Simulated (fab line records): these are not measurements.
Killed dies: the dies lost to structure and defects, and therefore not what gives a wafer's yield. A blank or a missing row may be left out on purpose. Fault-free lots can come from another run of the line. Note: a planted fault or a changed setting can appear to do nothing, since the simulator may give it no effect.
Which tool did it? || flow nandHarc || 12 lots with 36 wafers sampled at 6 steps, on a route of 1159 steps

== WHAT THE GAUGES SHOWED, per wafer ==
NHARC_A_SGD_CUT_INSPECT_25.
{"lot": "L824", "measured": "day 14 16:47", "on": "defectInspect-02", "rawDefectCount": "221 342 264"}
{"lot": "L827", "measured": "day 15 19:49", "on": "defectInspect-02", "rawDefectCount": "335 272 305"}
{"lot": "L830", "measured": "day 16 09:13", "on": "defectInspect-02", "rawDefectCount": "545 531 629"}
{"lot": "L832", "measured": "day 16 13:32", "on": "defectInspect-02", "rawDefectCount": "652 710 608"}
{"lot": "L835", "measured": "day 17 09:33", "on": "defectInspect-02", "rawDefectCount": "299 390 344"}
{"lot": "L837", "measured": "day 17 09:24", "on": "defectInspect-01", "rawDefectCount": "282 312 288"}
{"lot": "L836", "measured": "day 18 05:50", "on": "defectInspect-02", "rawDefectCount": "386 265 276"}
{"lot": "L840", "measured": "day 18 15:28", "on": "defectInspect-01", "rawDefectCount": "334 274 257"}
{"lot": "L841", "measured": "day 19 07:22", "on": "defectInspect-02", "rawDefectCount": "362 352 352"}
{"lot": "L842", "measured": "day 19 07:23", "on": "defectInspect-01", "rawDefectCount": "241 213 204"}
{"lot": "L843", "measured": "day 19 10:10", "on": "defectInspect-02", "rawDefectCount": "329 236 225"}
{"lot": "L845", "measured": "day 20 11:31", "on": "defectInspect-02", "rawDefectCount": "311 256 270"}

NHARC_END_SORT_01.
{"lot": "L830", "measured": "day 22 02:11", "on": "prober-02", "killedAtArray": "97 84 95", "killedAtOther": "1 0 0", "killedAtPeriphery": "3 7 2", "killedDies": "101 91 97", "killedOpen": "2 3 2", "killedShort": "3 3 1"}
{"lot": "L832", "measured": "day 21 18:46", "on": "prober-01", "killedAtArray": "87 73 68", "killedAtOther": "0 0 1", "killedAtPeriphery": "1 2 1", "killedDies": "88 75 70", "killedOpen": "3 3 1", "killedShort": "2 1 1"}
{"lot": "L836", "measured": "day 23 12:03", "on": "prober-02", "killedAtArray": "22 32 29", "killedAtOther": "0 1 1", "killedAtPeriphery": "5 3 2", "killedDies": "27 36 32", "killedOpen": "4 6 7", "killedShort": "3 2 1"}
{"lot": "L841", "measured": "day 24 14:32", "on": "prober-02", "killedAtArray": "25 27 27", "killedAtOther": "0 0 0", "killedAtPeriphery": "3 4 2", "killedDies": "28 31 29", "killedOpen": "2 6 3", "killedShort": "3 2 1"}
{"lot": "L842", "measured": "day 24 12:21", "on": "prober-01", "killedAtArray": "49 50 45", "killedAtOther": "0 1 0", "killedAtPeriphery": "6 2 5", "killedDies": "55 53 50", "killedOpen": "5 2 6", "killedShort": "1 3 2"}
{"lot": "L843", "measured": "day 25 01:40", "on": "prober-01", "killedAtArray": "54 42 46", "killedAtOther": "0 0 0", "killedAtPeriphery": "2 5 6", "killedDies": "56 47 52", "killedOpen": "2 5 3", "killedShort": "0 1 0"}

== WHAT TOOL EACH LOT RAN ON (gives the tool, then ch and the chambers of the sampled wafers, and finally the start) ==
{"lot": "L824", "NHARC_A_SGD_CUT_ETCH_16": "rieDiel-05 ch 1,2,3, day 14 16:41 or earlier", "NHARC_A_SGD_CUT_STRIP_17": "rieDiel-05 ch 1,3, day 14 16:41 or earlier", "NHARC_A_SGD_CUT_STRIP_28": "rieDiel-06 ch 0,1,2, day 14 16:41", "NHARC_A_SLIT_DEP_00": "aclDep-02 ch 0, day 14 17:38"}
{"lot": "L827", "NHARC_A_SGD_CUT_ETCH_16": "rieDiel-06 ch 0,1,3, day 15 19:43 or earlier", "NHARC_A_SGD_CUT_STRIP_17": "rieDiel-06 ch 0,1,3, day 15 19:43 or earlier", "NHARC_A_SGD_CUT_STRIP_28": "rieDiel-05 ch 0,2,3, day 15 19:43", "NHARC_A_SLIT_DEP_00": "aclDep-03 ch 0, day 15 21:00"}
{"lot": "L830", "NHARC_A_SGD_CUT_ETCH_16": "rieDiel-13 ch 1,3, day 16 09:07 or earlier", "NHARC_A_SGD_CUT_STRIP_17": "rieDiel-13 ch 1,3, day 16 09:07 or earlier", "NHARC_A_SGD_CUT_STRIP_28": "rieDiel-06 ch 0,3, day 16 09:07", "NHARC_A_SLIT_DEP_00": "aclDep-01 ch 0, day 16 12:54"}
{"lot": "L832", "NHARC_A_SGD_CUT_ETCH_16": "rieDiel-13 ch 1,2, day 16 13:26 or earlier", "NHARC_A_SGD_CUT_STRIP_17": "rieDiel-13 ch 0,2, day 16 13:26 or earlier", "NHARC_A_SGD_CUT_STRIP_28": "rieDiel-06 ch 2,3, day 16 13:26", "NHARC_A_SLIT_DEP_00": "aclDep-03 ch 0, day 16 16:41"}
{"lot": "L835", "NHARC_A_SGD_CUT_ETCH_16": "rieDiel-05 ch 1,3, day 17 09:26 or earlier", "NHARC_A_SGD_CUT_STRIP_17": "rieDiel-05 ch 1,3, day 17 09:26 or earlier", "NHARC_A_SGD_CUT_STRIP_28": "rieDiel-13 ch 1,2, day 17 09:26", "NHARC_A_SLIT_DEP_00": "aclDep-03 ch 0, day 17 10:17"}
{"lot": "L837", "NHARC_A_SGD_CUT_ETCH_16": "rieDiel-13 ch 1,3, day 17 09:18 or earlier", "NHARC_A_SGD_CUT_STRIP_17": "rieDiel-13 ch 1,3, day 17 09:18 or earlier", "NHARC_A_SGD_CUT_STRIP_28": "rieDiel-05 ch 1,3, day 17 09:18", "NHARC_A_SLIT_DEP_00": "aclDep-02 ch 0, day 17 10:08"}
{"lot": "L836", "NHARC_A_SGD_CUT_ETCH_16": "rieDiel-05 ch 1,2, day 18 05:44 or earlier", "NHARC_A_SGD_CUT_STRIP_17": "rieDiel-05 ch 0,1,2, day 18 05:44 or earlier", "NHARC_A_SGD_CUT_STRIP_28": "rieDiel-13 ch 0,2, day 18 05:44", "NHARC_A_SLIT_DEP_00": "aclDep-01 ch 0, day 18 06:14"}
{"lot": "L840", "NHARC_A_SGD_CUT_ETCH_16": "rieDiel-05 ch 0,2,3, day 18 15:22 or earlier", "NHARC_A_SGD_CUT_STRIP_17": "rieDiel-05 ch 0,1,3, day 18 15:22 or earlier", "NHARC_A_SGD_CUT_STRIP_28": "rieDiel-05 ch 1,2,3, day 18 15:22", "NHARC_A_SLIT_DEP_00": "aclDep-03 ch 0, day 18 16:03"}
{"lot": "L841", "NHARC_A_SGD_CUT_ETCH_16": "rieDiel-05 ch 1,3, day 19 07:16 or earlier", "NHARC_A_SGD_CUT_STRIP_17": "rieDiel-05 ch 2,3, day 19 07:16 or earlier", "NHARC_A_SGD_CUT_STRIP_28": "rieDiel-06 ch 0,2,3, day 19 07:16", "NHARC_A_SLIT_DEP_00": "aclDep-02 ch 0, day 19 07:47"}
{"lot": "L842", "NHARC_A_SGD_CUT_ETCH_16": "rieDiel-06 ch 0,1,2, day 19 07:17 or earlier", "NHARC_A_SGD_CUT_STRIP_17": "rieDiel-06 ch 0,2,3, day 19 07:17 or earlier", "NHARC_A_SGD_CUT_STRIP_28": "rieDiel-05 ch 1,2,3, day 19 07:17", "NHARC_A_SLIT_DEP_00": "aclDep-03 ch 0, day 19 07:47"}
{"lot": "L843", "NHARC_A_SGD_CUT_ETCH_16": "rieDiel-06 ch 0,1,3, day 19 10:03 or earlier", "NHARC_A_SGD_CUT_STRIP_17": "rieDiel-06 ch 1,2,3, day 19 10:03 or earlier", "NHARC_A_SGD_CUT_STRIP_28": "rieDiel-05 ch 0,1,3, day 19 10:03", "NHARC_A_SLIT_DEP_00": "aclDep-03 ch 0, day 19 11:19"}
{"lot": "L845", "NHARC_A_SGD_CUT_ETCH_16": "rieDiel-05 ch 0,1,3, day 20 11:25 or earlier", "NHARC_A_SGD_CUT_STRIP_17": "rieDiel-05 ch 0,2,3, day 20 11:25 or earlier", "NHARC_A_SGD_CUT_STRIP_28": "rieDiel-13 ch 1,2, day 20 11:25", "NHARC_A_SLIT_DEP_00": "aclDep-03 ch 0, day 20 13:47"}
- NHARC_A_SGD_CUT_ETCH_16: etches the open film in C4F8/O2/Ar, target depth 310.5 nm, time 155.2 s.
- NHARC_A_SGD_CUT_STRIP_17: strips in O2.
- NHARC_A_SGD_CUT_STRIP_28: strips in O2, time 20 s.
- NHARC_A_SLIT_DEP_00: deposits aC, target thk 3200 nm.

== WHAT THE TOOLS THEMSELVES READ (means of the sampled wafers that have a number; where no wafer has one, the mark that the record gives instead) ==
NHARC_A_SGD_CUT_ETCH_16.
{"lot": "L824", "tool": "rieDiel-05", "biasW (W)": 798.6, "oesProductAu (a.u.)": 0.952, "rfVppV (V)": 729}
{"lot": "L827", "tool": "rieDiel-06", "biasW (W)": 801.0, "oesProductAu (a.u.)": 0.954, "rfVppV (V)": 726}
{"lot": "L830", "tool": "rieDiel-13", "biasW (W)": 801.6, "oesProductAu (a.u.)": 0.951, "rfVppV (V)": 727}
{"lot": "L832", "tool": "rieDiel-13", "biasW (W)": 801.9, "oesProductAu (a.u.)": 0.964, "rfVppV (V)": 721}
{"lot": "L835", "tool": "rieDiel-05", "biasW (W)": 800.8, "oesProductAu (a.u.)": 0.992, "rfVppV (V)": 729}
{"lot": "L837", "tool": "rieDiel-13", "biasW (W)": 799.3, "oesProductAu (a.u.)": 0.966, "rfVppV (V)": 726}
{"lot": "L836", "tool": "rieDiel-05", "biasW (W)": 800.6, "oesProductAu (a.u.)": 0.946, "rfVppV (V)": 725}
{"lot": "L840", "tool": "rieDiel-05", "biasW (W)": 800.0, "oesProductAu (a.u.)": 0.976, "rfVppV (V)": 725}
{"lot": "L841", "tool": "rieDiel-05", "biasW (W)": 799.0, "oesProductAu (a.u.)": 0.995, "rfVppV (V)": 726}
{"lot": "L842", "tool": "rieDiel-06", "biasW (W)": 801.6, "oesProductAu (a.u.)": 0.989, "rfVppV (V)": 724}
{"lot": "L843", "tool": "rieDiel-06", "biasW (W)": 798.0, "oesProductAu (a.u.)": 0.984, "rfVppV (V)": 726}
{"lot": "L845", "tool": "rieDiel-05", "biasW (W)": 799.7, "oesProductAu (a.u.)": 0.977, "rfVppV (V)": 723}

NHARC_A_SGD_CUT_STRIP_17.
{"lot": "L824", "tool": "rieDiel-05", "drypumpMotorCurrentA (A)": 6.2, "oesProductAu (a.u.)": 1.006, "rfVppV (V)": 57.2, "showerheadPlenumPTorr (Torr)": 3.70, "throttleValvePct (%)": 17.033}
{"lot": "L827", "tool": "rieDiel-06", "drypumpMotorCurrentA (A)": 6.0, "oesProductAu (a.u.)": 0.999, "rfVppV (V)": 58.5, "showerheadPlenumPTorr (Torr)": 3.62, "throttleValvePct (%)": 17.041}
{"lot": "L830", "tool": "rieDiel-13", "drypumpMotorCurrentA (A)": 5.8, "oesProductAu (a.u.)": 0.999, "rfVppV (V)": 58.0, "showerheadPlenumPTorr (Torr)": 3.61, "throttleValvePct (%)": 17.032}
{"lot": "L832", "tool": "rieDiel-13", "drypumpMotorCurrentA (A)": 5.6, "oesProductAu (a.u.)": 0.993, "rfVppV (V)": 57.8, "showerheadPlenumPTorr (Torr)": 3.33, "throttleValvePct (%)": 17.030}
{"lot": "L835", "tool": "rieDiel-05", "drypumpMotorCurrentA (A)": 6.1, "oesProductAu (a.u.)": 1.003, "rfVppV (V)": 58.4, "showerheadPlenumPTorr (Torr)": 3.62, "throttleValvePct (%)": 17.025}
{"lot": "L837", "tool": "rieDiel-13", "drypumpMotorCurrentA (A)": 5.8, "oesProductAu (a.u.)": 0.997, "rfVppV (V)": 57.6, "showerheadPlenumPTorr (Torr)": 3.61, "throttleValvePct (%)": 17.033}
{"lot": "L836", "tool": "rieDiel-05", "drypumpMotorCurrentA (A)": 5.8, "oesProductAu (a.u.)": 0.997, "rfVppV (V)": 57.9, "showerheadPlenumPTorr (Torr)": 3.53, "throttleValvePct (%)": 17.034}
{"lot": "L840", "tool": "rieDiel-05", "drypumpMotorCurrentA (A)": 5.8, "oesProductAu (a.u.)": 1.010, "rfVppV (V)": 58.2, "showerheadPlenumPTorr (Torr)": 3.53, "throttleValvePct (%)": 17.037}
{"lot": "L841", "tool": "rieDiel-05", "drypumpMotorCurrentA (A)": 6.4, "oesProductAu (a.u.)": 1.017, "rfVppV (V)": 58.6, "showerheadPlenumPTorr (Torr)": 3.75, "throttleValvePct (%)": 17.031}
{"lot": "L842", "tool": "rieDiel-06", "drypumpMotorCurrentA (A)": 6.2, "oesProductAu (a.u.)": 1.007, "rfVppV (V)": 57.9, "showerheadPlenumPTorr (Torr)": 3.57, "throttleValvePct (%)": 17.040}
{"lot": "L843", "tool": "rieDiel-06", "drypumpMotorCurrentA (A)": 5.9, "oesProductAu (a.u.)": 1.000, "rfVppV (V)": 57.4, "showerheadPlenumPTorr (Torr)": 3.60, "throttleValvePct (%)": 17.023}
{"lot": "L845", "tool": "rieDiel-05", "drypumpMotorCurrentA (A)": 6.0, "oesProductAu (a.u.)": 1.003, "rfVppV (V)": 57.5, "showerheadPlenumPTorr (Torr)": 3.59, "throttleValvePct (%)": 17.034}

NHARC_A_SGD_CUT_STRIP_28.
{"lot": "L824", "tool": "rieDiel-06", "drypumpMotorCurrentA (A)": 5.9, "oesProductAu (a.u.)": 1.003, "rfVppV (V)": 58.0, "showerheadPlenumPTorr (Torr)": 3.57, "throttleValvePct (%)": 17.043}
{"lot": "L827", "tool": "rieDiel-05", "drypumpMotorCurrentA (A)": 6.0, "oesProductAu (a.u.)": 1.011, "rfVppV (V)": 57.7, "showerheadPlenumPTorr (Torr)": 3.60, "throttleValvePct (%)": 17.038}
{"lot": "L830", "tool": "rieDiel-06", "drypumpMotorCurrentA (A)": 6.4, "oesProductAu (a.u.)": 1.007, "rfVppV (V)": 57.5, "showerheadPlenumPTorr (Torr)": 3.59, "throttleValvePct (%)": 17.032}
{"lot": "L832", "tool": "rieDiel-06", "drypumpMotorCurrentA (A)": 6.3, "oesProductAu (a.u.)": 1.010, "rfVppV (V)": 57.9, "showerheadPlenumPTorr (Torr)": 3.61, "throttleValvePct (%)": 17.043}
{"lot": "L835", "tool": "rieDiel-13", "drypumpMotorCurrentA (A)": 6.0, "oesProductAu (a.u.)": 1.002, "rfVppV (V)": 57.1, "showerheadPlenumPTorr (Torr)": 3.46, "throttleValvePct (%)": 17.040}
{"lot": "L837", "tool": "rieDiel-05", "drypumpMotorCurrentA (A)": 6.2, "oesProductAu (a.u.)": 1.010, "rfVppV (V)": 58.4, "showerheadPlenumPTorr (Torr)": 3.69, "throttleValvePct (%)": 17.038}
{"lot": "L836", "tool": "rieDiel-13", "drypumpMotorCurrentA (A)": 5.5, "oesProductAu (a.u.)": 0.993, "rfVppV (V)": 57.9, "showerheadPlenumPTorr (Torr)": 3.33, "throttleValvePct (%)": 17.042}
{"lot": "L840", "tool": "rieDiel-05", "drypumpMotorCurrentA (A)": 6.2, "oesProductAu (a.u.)": 1.000, "rfVppV (V)": 57.9, "showerheadPlenumPTorr (Torr)": 3.68, "throttleValvePct (%)": 17.034}
{"lot": "L841", "tool": "rieDiel-06", "drypumpMotorCurrentA (A)": 6.2, "oesProductAu (a.u.)": 1.006, "rfVppV (V)": 57.8, "showerheadPlenumPTorr (Torr)": 3.57, "throttleValvePct (%)": 17.035}
{"lot": "L842", "tool": "rieDiel-05", "drypumpMotorCurrentA (A)": 6.2, "oesProductAu (a.u.)": 1.004, "rfVppV (V)": 58.1, "showerheadPlenumPTorr (Torr)": 3.68, "throttleValvePct (%)": 17.025}
{"lot": "L843", "tool": "rieDiel-05", "drypumpMotorCurrentA (A)": 5.8, "oesProductAu (a.u.)": 1.012, "rfVppV (V)": 57.9, "showerheadPlenumPTorr (Torr)": 3.53, "throttleValvePct (%)": 17.030}
{"lot": "L845", "tool": "rieDiel-13", "drypumpMotorCurrentA (A)": 6.0, "oesProductAu (a.u.)": 0.996, "rfVppV (V)": 57.1, "showerheadPlenumPTorr (Torr)": 3.46, "throttleValvePct (%)": 17.043}

NHARC_A_SLIT_DEP_00.
{"lot": "L824", "tool": "aclDep-02", "throttleValvePct (%)": 35.006}
{"lot": "L827", "tool": "aclDep-03", "throttleValvePct (%)": 35.002}
{"lot": "L830", "tool": "aclDep-01", "throttleValvePct (%)": 35.004}
{"lot": "L832", "tool": "aclDep-03", "throttleValvePct (%)": 35.004}
{"lot": "L835", "tool": "aclDep-03", "throttleValvePct (%)": 34.994}
{"lot": "L837", "tool": "aclDep-02", "throttleValvePct (%)": 34.995}
{"lot": "L836", "tool": "aclDep-01", "throttleValvePct (%)": 35.005}
{"lot": "L840", "tool": "aclDep-03", "throttleValvePct (%)": 35.000}
{"lot": "L841", "tool": "aclDep-02", "throttleValvePct (%)": 34.998}
{"lot": "L842", "tool": "aclDep-03", "throttleValvePct (%)": 35.001}
{"lot": "L843", "tool": "aclDep-03", "throttleValvePct (%)": 34.995}
{"lot": "L845", "tool": "aclDep-03", "throttleValvePct (%)": 34.991}

== THE ANSWER, worked out from the rows above alone ==
Rule: the usual values come from the lots themselves. The widest of any qualifying gaps counts: lots, ordered by their means at a reading, are off when they make up no more than a third of the lots, leave a main group of 4 or more, and stand apart from it by 3 or more times the standard deviation of that group's means. The tables above print the reading to a certain number of digits; a main group whose means all agree to those digits is not used. A lot without any number at a reading at which 4 lots or more have one is off too. All remaining lots with rows at the step are treated as sound. After the gauges, taken in route order, come the tools' own readings; for these a lot's mean is taken, as printed above. At the first step where some lot is off, the reading lying furthest off is the one used; lots without a number count as furthest.
Off, at NHARC_A_SGD_CUT_INSPECT_25 on rawDefectCount: L830, L832. The main group: mean 293, standard deviation 37.
If a tool, at a process step before that reading, ran all the lots that are off and no sound lot after the first of them, it fits. The gauges at NHARC_A_SGD_CUT_INSPECT_25 are tried like those tools. NHARC_A_SGD_CUT_ETCH_16 gives no start for some lots, so the hours and the order of its lots are those of NHARC_A_SGD_CUT_STRIP_28. NHARC_A_SGD_CUT_STRIP_17 gives no start for some lots, so the hours and the order of its lots are those of NHARC_A_SGD_CUT_STRIP_28. None of those tried fits.

== WHAT THE SIMULATOR HAD INSERTED ==
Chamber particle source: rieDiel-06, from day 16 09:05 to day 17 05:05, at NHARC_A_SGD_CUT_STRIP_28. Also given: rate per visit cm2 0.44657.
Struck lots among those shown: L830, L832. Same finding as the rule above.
